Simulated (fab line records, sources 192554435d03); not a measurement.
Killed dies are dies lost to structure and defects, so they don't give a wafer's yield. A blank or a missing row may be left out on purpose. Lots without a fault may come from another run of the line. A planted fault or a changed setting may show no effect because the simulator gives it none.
fab line records | flow n5_finfet
record lots=5 wafers=15 last_day=16
route steps=1938 shown HKMG_FIN@401 BEOL_M4@1111
lots that met no fault: from a run of the same line without faults
start_h: hours from the record's first day to the start of the lot's first wafer shown | wait_h: hours since the lot's step before | " the same as in the row above | L1.1+2: a row that stands for several wafers | - no value, or no start given | * or withheld: withheld | < > ~ a bound
route shown NAME@n: a module of which the file shows steps, and the number in the route of the first | usual: mean/standard deviation of fault-free wafers | same: alike in all rows | chamber/n: place in a boat | sites: the reading at each site | _std_site: their standard deviation | _edge_site: outer sites' mean less inner sites' | radius_mm: how far each site lies from the wafer's centre | mask NAME#n: copy n | behind: the tool/chamber that last shaped the wafer | hold: why the lot was held/for how many hours/how that ended | device: the transistor (n, p or np) that didn't switch | end of line: the same wafers' tests at the end of the route | a step without rows: its recipe alone | killed: dies lost to structure and defects at the first sort, not the wafer's yield | map: a wafer's dies, x killed, . not, _ none there
set.NAME: the setting as run; set.NAME@STEP: as run at that earlier step | model.NAME: the simulator's own value behind a step, which no gauge read
lots at some steps of the route; a table a step, a row a wafer
services: from which hour (start_h, from the record's first day; less than 0 if before it) a tool's chamber was out of use, for how many hours, and why
## steps
# step N5_HKMG_FIN_DESCUM_53
# recipe chemistry=O2 time_s=7.9 source_power_w=50 bias_power_w=20 pressure_mtorr=20 rf_frequency_hz=2.712e+07 temp_c=40 resist=CAR-ArF o2_flow_sccm=225
# step N5_HKMG_FIN_ETCH_54
# recipe chemistry=CF4 target=SiARC target_depth_a=455 mask_material=CAR-ArF time_s=75.8 ion_energy_ev=80 pressure_mtorr=40 source_w=545 bias_w=36 Ar_flow_sccm=100 cf4_flow_sccm=100 ends=cleared
# step N5_HKMG_FIN_ETCH_55
# recipe chemistry=N2/H2 target=SOC target_depth_a=2400 temp_c=40 time_s=300 ion_energy_ev=200 mask_material=SiARC pressure_mtorr=30 source_w=840 bias_w=150 n2_flow_sccm=200 h2_flow_sccm=200
# step N5_HKMG_FIN_STRIP_56
# recipe chemistry=N2/H2 temp_c=40 n2_flow_sccm=200 h2_flow_sccm=200 rf_frequency_hz=6e+07
# step N5_HKMG_FIN_STRIP_57
# recipe chemistry=CF4 resist=SiARC power_w=300 bias_power_w=75 pressure_mtorr=50 cf4_flow_sccm=150 rf_frequency_hz=6e+07
# step N5_HKMG_FIN_ETCH_58
# recipe chemistry=N2/H2 target=SOC target_depth_a=2158 ion_energy_ev=50 bias_w=13 time_s=741 pressure_mtorr=30 source_w=875 n2_flow_sccm=200 h2_flow_sccm=200
# step N5_HKMG_FIN_STRIP_93
# recipe chemistry=N2/H2 material=SOC time_s=20 power_w=500 temp_c=40 pressure_mtorr=50 rf_frequency_hz=6e+07 bias_power_w=8 h2_frac=0.5 n2_flow_sccm=300 h2_flow_sccm=300
# step N5_HKMG_FIN_WET_ETCH_76
# recipe chemistry=dNH4OH mix=1:50 temp_c=25 target=Al2O3 stop_on=La2O3 target_depth_nm=2.25 dry=ipa_marangoni rinse_time_s=30 rinse_temp_c=23
# step N5_HKMG_FIN_STRIP_60
# recipe chemistry=N2/H2 power_w=2500 temp_c=300 h2_frac=0.65 time_s=360 pressure_mtorr=withheld n2_flow_sccm=1750 h2_flow_sccm=3250
# step N5_HKMG_FIN_WET_ETCH_77
# recipe chemistry=dHCl mix=1:10000 temp_c=25 target=La2O3 stop_on=HfO2 target_depth_nm=2
# step N5_HKMG_FIN_WET_ETCH_78
# recipe chemistry=dNH4OH mix=1:50 temp_c=25 target=Al2O3 stop_on=La2O3 target_depth_nm=4.5 dry=ipa_marangoni rinse_time_s=30 rinse_temp_c=23
# step N5_HKMG_FIN_ALD_79
# recipe material=TiN target_thk_a=15 temp_c=400 ald_precursor_family=TiCl4 ald_co_reactant=NH3 pulse_time_s=1 purge_time_s=3 co_reactant_purge_time_s=2 co_reactant_pulse_time_s=2 ald_cycles=68 pressure_torr=3
# step N5_HKMG_FIN_CVD_62
# recipe material=a-Si target_thk_a=30 temp_c=500 precursor=Si2H6 pressure_torr=1 time_s=20.8
# usual chamber_pressure_Torr=0.9998/0.0021 heater_power_outer_w=994/65 heater_power_w=1515/95
# columns lot.wafer tool chamber start_h wait_h chamber_pressure_Torr heater_power_outer_w heater_power_w since_wet_clean_h
L280.2 thermal_cvd_si-02 2 121.77 0.2 - - - -
L280.4 " 2 " " - - - -
L280.6 " 0 " " - - - -
L281.1 thermal_cvd_si-01 1 129.80 0.2 - - - -
L281.3 " 2 " " - - - -
L281.4 " 1 " " - - - -
L282.2 thermal_cvd_si-02 2 133.07 0.2 - - - -
L282.4 " 1 " " - - - -
L282.5 " 1 " " - - - -
L287.1 thermal_cvd_si-01 1 174.85 0.2 1.0023 1074 1506 958
L287.4 " 1 " " 1.0000 1097 1477 -
L287.5 " 2 " " 1.0026 1064 1666 -
L288.3 thermal_cvd_si-02 1 175.56 0.2 0.9994 954 1447 -
L288.4 " 2 " " 1.0015 979 1576 -
L288.5 " 1 " " 1.0006 948 1440 -
# step N5_HKMG_FIN_RTA_80
# recipe temp_c=withheld time_s=2 ambient=N2 idle_temp_c=600 ramp_up_c_per_s=150 ramp_down_c_per_s=60 cool_to_c=600
# step N5_HKMG_FIN_PRECLEAN_64
# recipe chemistry=dHF time_s=30 temp_c=25 dilution=withheld
# step N5_HKMG_FIN_WET_ETCH_65
# recipe chemistry=TMAH temp_c=70 conc_wt_pct=5 target=a-Si stop_on=TiN time_s=49 target_depth_nm=3
# step N5_HKMG_FIN_WET_ETCH_81
# recipe chemistry=SC1 target=TiN stop_on=HfO2 mix=1:1:5 temp_c=60 time_s=57 target_depth_nm=6
# step N5_HKMG_FIN_WET_ETCH_82
# recipe chemistry=dHCl mix=1:10000 temp_c=25 target=La2O3 stop_on=HfO2 target_depth_nm=2 dry=ipa_marangoni rinse_time_s=30 rinse_temp_c=23
# step N5_HKMG_FIN_ALD_36
# recipe material=TiN target_thk_a=10 temp_c=400 ald_precursor_family=TiCl4 ald_co_reactant=NH3 pulse_time_s=1 purge_time_s=3 co_reactant_purge_time_s=2 co_reactant_pulse_time_s=2 ald_cycles=47 pressure_torr=3
# step N5_HKMG_FIN_PWFM_ALD_03
# recipe material=TiN target_thk_a=20 temp_c=400 ald_precursor_family=TiCl4 ald_co_reactant=NH3 pulse_time_s=1 purge_time_s=3 co_reactant_purge_time_s=2 co_reactant_pulse_time_s=2 ald_cycles=91 pressure_torr=3
# step N5_HKMG_FIN_COAT_29
# recipe resist=SOC temp_c=250 time_s=60 spin_rpm=1500 resist_thk_nm=300
# step N5_HKMG_FIN_COAT_30
# recipe resist=SiARC temp_c=220 time_s=60 spin_rpm=1500 resist_thk_nm=35
# step N5_HKMG_FIN_COAT_06
# recipe resist=CAR-ArF spin_rpm=1500 resist_thk_nm=90
# step N5_HKMG_FIN_EBR_08
# recipe solvent=PGMEA ebr_width_mm=1.5
# step N5_HKMG_FIN_SOFTBAKE_07
# recipe temp_c=110 time_s=60 resist=CAR-ArF
# step N5_HKMG_FIN_EXPOSE_09
# recipe mask_id=NWFM na=1.35 source_shape=conventional sigma_outer=0.8 polarization=unpolarized dose_mj=39.25
# step N5_HKMG_FIN_PEB_10
# recipe peb_temp_c=withheld peb_time_s=60 resist=CAR-ArF
# step N5_HKMG_FIN_DEVELOP_11
# recipe develop_time_s=30 developer=TMAH resist=CAR-ArF dev_temp_c=23 rinse_liquid=diw dry=air_spin
# step N5_HKMG_FIN_DESCUM_17
# recipe chemistry=O2 time_s=7.9 source_power_w=50 bias_power_w=20 pressure_mtorr=20 rf_frequency_hz=2.712e+07 temp_c=40 resist=CAR-ArF o2_flow_sccm=225
# step N5_HKMG_FIN_ETCH_31
# recipe chemistry=CF4 target=SiARC target_depth_a=455 mask_material=CAR-ArF time_s=75.8 ion_energy_ev=80 pressure_mtorr=40 source_w=545 bias_w=36 Ar_flow_sccm=100 cf4_flow_sccm=100 ends=cleared
# step N5_HKMG_FIN_ETCH_32
# recipe chemistry=N2/H2 target=SOC target_depth_a=2400 temp_c=40 time_s=300 ion_energy_ev=200 mask_material=SiARC pressure_mtorr=30 source_w=840 bias_w=150 n2_flow_sccm=200 h2_flow_sccm=200
# step N5_HKMG_FIN_STRIP_33
# recipe chemistry=N2/H2 temp_c=40 n2_flow_sccm=200 h2_flow_sccm=200 rf_frequency_hz=6e+07
# step N5_HKMG_FIN_STRIP_34
# recipe chemistry=CF4 resist=SiARC power_w=300 bias_power_w=75 pressure_mtorr=50 cf4_flow_sccm=150 rf_frequency_hz=6e+07
# step N5_HKMG_FIN_ETCH_35
# recipe chemistry=N2/H2 target=SOC target_depth_a=2158 ion_energy_ev=65 bias_w=5 source_w=3000 time_s=243.4 pressure_mtorr=30 n2_flow_sccm=200 h2_flow_sccm=200
# step N5_HKMG_FIN_STRIP_92
# recipe chemistry=N2/H2 material=SOC time_s=20 power_w=500 temp_c=40 pressure_mtorr=50 rf_frequency_hz=6e+07 bias_power_w=8 h2_frac=0.5 n2_flow_sccm=300 h2_flow_sccm=300
# step N5_HKMG_FIN_WET_ETCH_18
# recipe chemistry=SC1 target=TiN mix=1:1:5 temp_c=* time_s=55 target_depth_nm=5.2 dry=ipa_marangoni rinse_time_s=30 rinse_temp_c=23
# step N5_HKMG_FIN_STRIP_19
# recipe chemistry=N2/H2 power_w=2500 temp_c=300 h2_frac=0.65 time_s=360 pressure_mtorr=withheld n2_flow_sccm=1750 h2_flow_sccm=3250
# step N5_HKMG_FIN_ALD_91
# recipe material=TiN target_thk_a=10 temp_c=400 ald_precursor_family=TiCl4 ald_co_reactant=NH3 pulse_time_s=1 purge_time_s=3 co_reactant_purge_time_s=2 co_reactant_pulse_time_s=2 ald_cycles=47 pressure_torr=3
# step N5_BEOL_M4_RC_MEAS_101
# usual DIBL_N=36.5/1.4 DIBL_P=36.5/1.6 EOT_N=10.54/0.082 EOT_P=10.50/0.092 IGATE_N=0.0119/0.0014 IGATE_P=0.0036/0.00044 IOFF_N=0.163/0.022 IOFF_N_LIN=0.075/0.0087 IOFF_P=0.219/0.029 IOFF_P_85C=3.8/0.42 IOFF_P_LIN=0.103/0.012 ION_N=675/8.3 ION_P=464/6.2 SS_N=71.5/0.52 SS_P=73.4/0.57 VT_N=249.7/2.6 VT_P=-250/3
# columns lot.wafer tool chamber start_h wait_h DIBL_N[mV/V] DIBL_P[mV/V] EOT_N EOT_P IGATE_N[nA/um] IGATE_P[nA/um] IOFF_N[nA/um] IOFF_N_LIN[nA/um] IOFF_P[nA/um] IOFF_P_85C[nA/um] IOFF_P_LIN[nA/um] ION_N[uA/um] ION_P[uA/um] SS_N[mV/dec] SS_P[mV/dec] VT_N[mV] VT_P[mV]
L280.2 prober-01 0 214.85 0.2 40.1 39.8 11.86 11.95 0.0025 0.0008 0.224 0.105 0.358 5.6 0.165 668 465 71.7 74.0 245.4 -238
L280.4 " 0 " " 37.3 37.3 11.94 11.78 0.0027 0.0009 0.174 0.086 0.301 4.8 0.144 656 460 71.5 72.7 248.4 -242
L280.6 " 0 " " 38.4 38.1 11.87 11.81 0.0028 0.0009 0.189 0.092 0.313 4.9 0.147 664 461 71.7 73.2 245.1 -242
L282.2 prober-02 0 237.93 0.2 39.9 40.8 11.88 11.80 0.0024 0.0008 0.211 0.099 0.309 5.1 0.144 651 454 71.8 73.7 246.9 -244
L282.4 " 0 " " 40.7 41.4 11.82 11.92 0.0024 0.0008 0.218 0.100 0.308 5.1 0.145 661 450 72.6 74.1 247.0 -245
L282.5 " 0 " " 39.3 40.9 11.95 11.99 0.0019 0.0006 0.202 0.095 0.298 4.9 0.141 653 454 72.3 74.0 245.4 -246
L281.1 prober-02 0 240.24 0.0 40.5 39.8 11.92 12.01 0.0027 0.0008 0.217 0.102 0.311 5.0 0.147 664 456 71.6 74.0 247.6 -245
L281.3 " 0 " " 40.2 39.8 11.91 11.90 0.0023 0.0007 0.213 0.099 0.306 5.0 0.144 649 449 72.3 74.7 246.6 -245
L281.4 " 0 " " 41.2 41.2 12.02 11.86 0.0022 0.0007 0.240 0.110 0.365 5.8 0.166 661 462 72.1 74.6 245.5 -242
L288.3 prober-02 0 262.51 0.3 34.0 33.1 10.55 10.44 0.0114 0.0034 0.118 0.060 0.169 3.0 0.085 672 453 70.2 72.9 254.2 -253
L288.4 " 0 " " 36.5 36.7 10.69 10.58 0.0096 0.0029 0.155 0.073 0.213 3.7 0.099 663 457 71.2 73.5 251.6 -249
L288.5 " 0 " " 36.1 36.0 10.55 10.44 0.0123 0.0037 0.153 0.073 0.202 3.6 0.097 675 460 71.3 73.2 248.6 -248
L287.1 prober-01 0 279.25 0.0 37.9 36.0 10.51 10.46 0.0129 0.0039 0.168 0.078 0.196 3.5 0.092 684 459 71.8 73.7 249.6 -253
L287.4 " 0 " " 38.9 37.0 10.55 10.42 0.0117 0.0035 0.189 0.086 0.216 3.7 0.098 688 461 71.8 74.8 247.1 -255
L287.5 " 0 " " 38.3 36.9 10.57 10.47 0.0127 0.0038 0.174 0.079 0.210 3.6 0.096 679 460 71.2 74.4 248.3 -252
## services
# columns tool chamber start_h hours kind
thermal_cvd_si-02 0 126.29 66.6 repair
thermal_cvd_si-02 2 148.25 17.2 repair
## key
first_sign step=N5_HKMG_FIN_CVD_62 reading=tool_record direction=missing
effect step=N5_BEOL_M4_RC_MEAS_101 reading=EOT_N direction=up sigmas=17 usual=10.54 struck=11.91
effect step=N5_BEOL_M4_RC_MEAS_101 reading=EOT_P direction=up sigmas=15 usual=10.50 struck=11.89
effect step=N5_BEOL_M4_RC_MEAS_101 reading=IGATE_N direction=down sigmas=6.7 usual=0.0119 struck=0.0024
effect step=N5_BEOL_M4_RC_MEAS_101 reading=IGATE_P direction=down sigmas=6.4 usual=0.0036 struck=0.0008
effect step=N5_BEOL_M4_RC_MEAS_101 reading=IOFF_P_LIN direction=up sigmas=3.9 usual=0.103 struck=0.149
effect step=N5_BEOL_M4_RC_MEAS_101 reading=IOFF_P direction=up sigmas=3.4 usual=0.219 struck=0.319
effect step=N5_BEOL_M4_RC_MEAS_101 reading=IOFF_P_85C direction=up sigmas=3.3 usual=3.8 struck=5.1
effect step=N5_BEOL_M4_RC_MEAS_101 reading=IOFF_N_LIN direction=up sigmas=2.7 usual=0.075 struck=0.099
effect step=N5_BEOL_M4_RC_MEAS_101 reading=DIBL_N direction=up sigmas=2.3 usual=36.5 struck=39.7
effect step=N5_BEOL_M4_RC_MEAS_101 reading=VT_P direction=up sigmas=2.1 usual=-250 struck=-243 wafers_moved=3
effect step=N5_BEOL_M4_RC_MEAS_101 reading=IOFF_N direction=up sigmas=2.1 usual=0.163 struck=0.210 wafers_moved=8
effect step=N5_BEOL_M4_RC_MEAS_101 reading=DIBL_P direction=up sigmas=2.1 usual=36.5 struck=39.9
met_at N5_HKMG_FIN_CVD_62
struck_wafers L280.2,L280.4,L280.6,L281.1,L281.3,L281.4,L282.2,L282.4,L282.5
fault kind=skipped_step_whole tool=thermal_cvd_si-01,thermal_cvd_si-02 chamber=- onset_h=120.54 steps=N5_HKMG_FIN_CVD_62 scope=struck_lots_only
